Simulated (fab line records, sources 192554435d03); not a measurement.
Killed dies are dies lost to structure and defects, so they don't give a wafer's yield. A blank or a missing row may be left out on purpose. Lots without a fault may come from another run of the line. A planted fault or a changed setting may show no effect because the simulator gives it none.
Split-lot experiment | flow n5_finfet | 7 lots, 21 wafers read, on a route of 1938 steps

THE SPLIT
At N5_BEOL_M2_TRENCH_ETCH_37 (etches SiOC in C4F6/O2, target depth 55.555 nm, time 29.2 s), the setting time_s was moved away from the recipe's 29.2 s on 7 of the 21 wafers read, by -19.3% to +15.2%. The other wafers ran this setting at the recipe's value.

FROM THE SPLIT TO THE READING: what the file shows between them, 13 steps
- N5_BEOL_M2_ETCH_41: etches SiCN in CH3F/O2, target depth 29.9 nm, time 52.5 s
- N5_BEOL_M2_STRIP_97: strips in N2/H2, time 10 s
- N5_BEOL_M2_OCD_MEAS_38
- N5_BEOL_M2_HM_STRIP_39: strips TiN in peroxide tin strip, target depth 25 nm, time 158 s
- N5_BEOL_M2_SRD_40: time 30 s
- N5_BEOL_M2_ECD_50: material Cu, target thk 300 nm
- N5_BEOL_M2_ANNEAL_51: time 90 s
- N5_BEOL_M2_CMP_52: polishes, stops on SiOC, t overpolish 6.8 s, target thk 40 nm
- N5_BEOL_M2_THK_MEAS_53: measures by xrf
- N5_BEOL_M2_PRE_CLEAN_60: time 15 s
- N5_BEOL_M2_CO_CAP_55: material Co, precursor CCTBA/H2, target thk 2 nm, time 102.1 s
- N5_BEOL_M2_PRE_CLEAN_56: time 15 s
- N5_BEOL_M2_DEP_57: deposits SiCN from 3MS/NH3, target thk 8 nm, time 14 s

THE READING
M2_RS, in ohm/sq, at N5_BEOL_M2_RS_MEAS_58 (measures by four-point-probe). Fault-free wafers of this fab line usually give 0.669 ohm/sq, standard deviation 0.029 ohm/sq.

wafer  | tool, chamber at the split | time_s as run, s | against the recipe | M2_RS, ohm/sq | against lot-mates on the recipe
L075.2 | rie_diel-02, 2             | 23.55            | -19.3%             | 1.043         | +0.360
L075.4 | rie_diel-02, 3             | 23.55            | -19.3%             | 1.072         | +0.389
L075.5 | rie_diel-02, 3             | 29.2             | recipe             | 0.683         | -
L081.4 | rie_diel-02, 1             | 29.2             | recipe             | 0.694         | -
L081.5 | rie_diel-02, 0             | 29.2             | recipe             | 0.678         | -
L081.6 | rie_diel-02, 3             | 30.88            | +5.8%              | 0.643         | -0.043
L082.2 | rie_diel-06, 3             | 25.22            | -13.6%             | 0.893         | +0.252
L082.3 | rie_diel-06, 1             | 29.2             | recipe             | 0.641         | -
L082.6 | rie_diel-06, 1             | 25.22            | -13.6%             | 0.873         | +0.232
L085.1 | rie_diel-02, 0             | 24.02            | -17.7%             | 1.000         | +0.325
L085.2 | rie_diel-02, 2             | 29.2             | recipe             | 0.704         | -
L085.5 | rie_diel-02, 1             | 29.2             | recipe             | 0.646         | -
L088.2 | rie_diel-05, 0             | 33.64            | +15.2%             | 0.503         | -0.154
L088.5 | rie_diel-05, 2             | 29.2             | recipe             | 0.642         | -
L088.6 | rie_diel-05, 3             | 29.2             | recipe             | 0.673         | -
L093.2 | rie_diel-05, 2             | 29.2             | recipe             | 0.678         | -
L093.4 | rie_diel-05, 1             | 29.2             | recipe             | 0.713         | -
L093.6 | rie_diel-05, 1             | 29.2             | recipe             | 0.647         | -
L095.1 | rie_diel-02, 0             | 29.2             | recipe             | 0.679         | -
L095.3 | rie_diel-02, 3             | 29.2             | recipe             | 0.655         | -
L095.4 | rie_diel-02, 1             | 29.2             | recipe             | 0.671         | -

THE FIT
A straight line over all 21 wafers: M2_RS changes by -0.0167 ohm/sq for each +1% of time_s; r = -0.97; the points scatter about the line by 0.036 ohm/sq.
The same after taking each lot's own level away (the mean of its wafers on the recipe; 21 wafers): -0.0168 ohm/sq for each +1%; r = -0.98; scatter 0.032 ohm/sq.
On that fit, the largest move of time_s shifts the reading by 0.32 ohm/sq.
The lots' own levels span 0.6410 to 0.6860 ohm/sq, that is 1.6 times the standard deviation above.
So the lot-to-lot level changes the slope little: the two slopes agree.
Check: with one of the wafers moved furthest among these (-19.3%) left out of the fit, the line predicts +0.334 ohm/sq for it against its lot-mates. It came out at +0.36 ohm/sq against them.

OTHER SPLITS ON THESE WAFERS
These wafers also went through other splits before the reading. Each is held against what the fit with the lots' levels taken away leaves over:
other split on the same wafers          | wafers away from the commonest value | r with M2_RS (lot level and that fit taken away)
N5_BEOL_M0_SAQP_ETCH_106 target_depth_a | 11                                   | -0.16
N5_BEOL_M1_PECVD_72 time_s              | 10                                   | -0.22
N5_BEOL_M1_COAT_05 spin_rpm             | 9                                    | +0.20
N5_BEOL_M2_ALD_98 ald_cycles            | 10                                   | +0.06

THE WHOLE CHAIN: every reading that the file lists as answering this split, in the file's order
step                      | what it does                                                  | reading                                                                      | change (the file's fit)               | r (the file's)
N5_BEOL_M2_TRENCH_ETCH_37 | etches SiOC in C4F6/O2, target depth 55.555 nm, time 29.2 s   | BEOL_M2.feature_depth_nm (the simulator's own value, which no gauge read)    | +0.573 nm for each +1% of the setting | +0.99
N5_BEOL_M2_TRENCH_ETCH_37 | etches SiOC in C4F6/O2, target depth 55.555 nm, time 29.2 s   | etch.depth_nm (the simulator's own value, which no gauge read)               | +0.569 nm for each +1% of the setting | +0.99
N5_BEOL_M2_OCD_MEAS_38    |                                                               | trench_depth_nm                                                              | +0.578 nm for each +1% of the setting | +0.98
N5_BEOL_M2_CMP_52         | polishes, stops on SiOC, t overpolish 6.8 s, target thk 40 nm | Cu_of_BEOL_M2_ECD_50.thk_nm (the simulator's own value, which no gauge read) | +0.593 nm for each +1% of the setting | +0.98
N5_BEOL_M2_THK_MEAS_53    | measures by xrf                                               | M2_THK                                                                       | +0.586 for each +1% of the setting    | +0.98
N5_BEOL_M2_RS_MEAS_58     | measures by four-point-probe                                  | M2_RS                                                                        | -0.0166 for each +1% of the setting   | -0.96

THE FILE'S OWN FIT
M2_RS changes by -0.0166 ohm/sq for each +1% of time_s, r = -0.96.
